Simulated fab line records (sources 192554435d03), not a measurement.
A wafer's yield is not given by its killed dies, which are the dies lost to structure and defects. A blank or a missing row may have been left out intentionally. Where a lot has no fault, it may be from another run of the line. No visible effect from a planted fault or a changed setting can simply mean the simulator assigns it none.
Problem report, 8D (eight disciplines) form, completed by code    flow n5Finfet    the parts of the form that need people (team, actions taken, sign-off) are left out

== 1. WHAT IS WRONG ==
rawDefectCount at N5_GATE_CUT_INSPECT_15 reads a mean of 1306 on 9 wafers of 3 lots; wafers without a fault read 139 with a standard deviation of 41. Measured from the usual mean, that is +28 standard deviations.
The step: inspects for defects (brightfield).
The first sign was on wafer L649.3 at day 8 17:29, on defectInspect-01. The record holds 26 wafers of 10 lots with a number at this step. Rule for "out", or "out of limits": more than 4 standard deviations from the usual mean. All remaining wafers that have a number are taken as sound.

== 2. WHAT IT IS, AND WHAT IT ISN'T ==
question                     is                      is not
which readings at this step  rawDefectCount          -
which lots                   L649, L650, L652        L636, L637, L640, L642, L647, L648, L657
which wafers of those lots   all that have a number  -
read on which gauges         defectInspect-01        defectInspect-02
when                         from day 8 17:29        up to then (15 sound wafers); but 2 sound wafers of L657 came after

== 3. SUSPECTS, AND WHAT RULES EACH OUT ==
Counting: a tool stays on the suspect list if, at a process step up to the reading, it processed all lots that are out and no sound lot following the first of them.
- the gauge at N5_GATE_CUT_INSPECT_15: ruled out. All the wafers that are out were read on defectInspect-01, but those of them that N5_PASSIVATION_PROBE_49 has rows for are out there too, on other tools.
- cmp-04 at N5_GATE_CUT_CMP_02 (polishes, stops on SiO2, t overpolish 12.7 s, target thk 0 nm): kept. It ran every lot that is out, first L649 (day 8 16:36), and no sound lot after that; its last sound lot up to then is L647 (day 7 21:52).
After counting, what remains is cmp-04 at N5_GATE_CUT_CMP_02.

== 4. THE CAUSE (what the simulator had put in) ==
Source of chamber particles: cmp-04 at N5_GATE_CUT_CMP_02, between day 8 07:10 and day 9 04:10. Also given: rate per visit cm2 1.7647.
After counting, this tool was the only one left.

== 5. THE EFFECT CHAIN, in route order ==
One row per reading whose mean, taken over the struck wafers that have a number, lies over 3 standard deviations from the usual. Scope: only readings with a usual standard deviation given in the record; hours: median across lots of the time from each lot's start at the first step in this table that gives one to its start at this step; sigmas: change in usual standard deviations.
hours  step                     reading              usual   on struck wafers  change  sigmas
0      N5_GATE_CUT_INSPECT_15   rawDefectCount       139     1306              +1167   +28
186    N5_PASSIVATION_PROBE_49  defectLimitedYield   91.3 %  35.4              -55.9   -37
186    N5_PASSIVATION_PROBE_49  killedAtFrontEnd     39      724               +685    +62
186    N5_PASSIVATION_PROBE_49  killedDies           103     762               +659    +37
186    N5_PASSIVATION_PROBE_49  killedOnRim          14      100               +86     +20
186    N5_PASSIVATION_PROBE_49  sort_bin_5_function  5.1 %   42.2              +37.1   +39
186    N5_PASSIVATION_PROBE_49  sort_bin_6_memory    3.2 %   16.9              +13.7   +19
186    N5_PASSIVATION_PROBE_49  sortNPass            1077    418               -659    -37
Process steps it contains:
- N5_PASSIVATION_PROBE_49
At these later measuring or inspecting steps, every struck wafer for which the step has a row has a number for every such reading, and none has moved that far: N5_BEOL_M4_RC_MEAS_101.

== 6. WHAT WOULD HAVE CAUGHT IT SOONER ==
The first out-of-limits reading at a measuring or inspecting step in this record came at day 8 17:29, 10 hours after the fault's start at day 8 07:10.
Of the tool readings at N5_GATE_CUT_CMP_02 for which the record gives a usual standard deviation, none was out on any struck wafer, so an alarm limit of 4 standard deviations on them would not have fired.
Lots out: 3; of these, L650, L652 started N5_GATE_CUT_CMP_02 on cmp-04 after day 8 17:29. A hold on the tool at that time would have spared those 2.
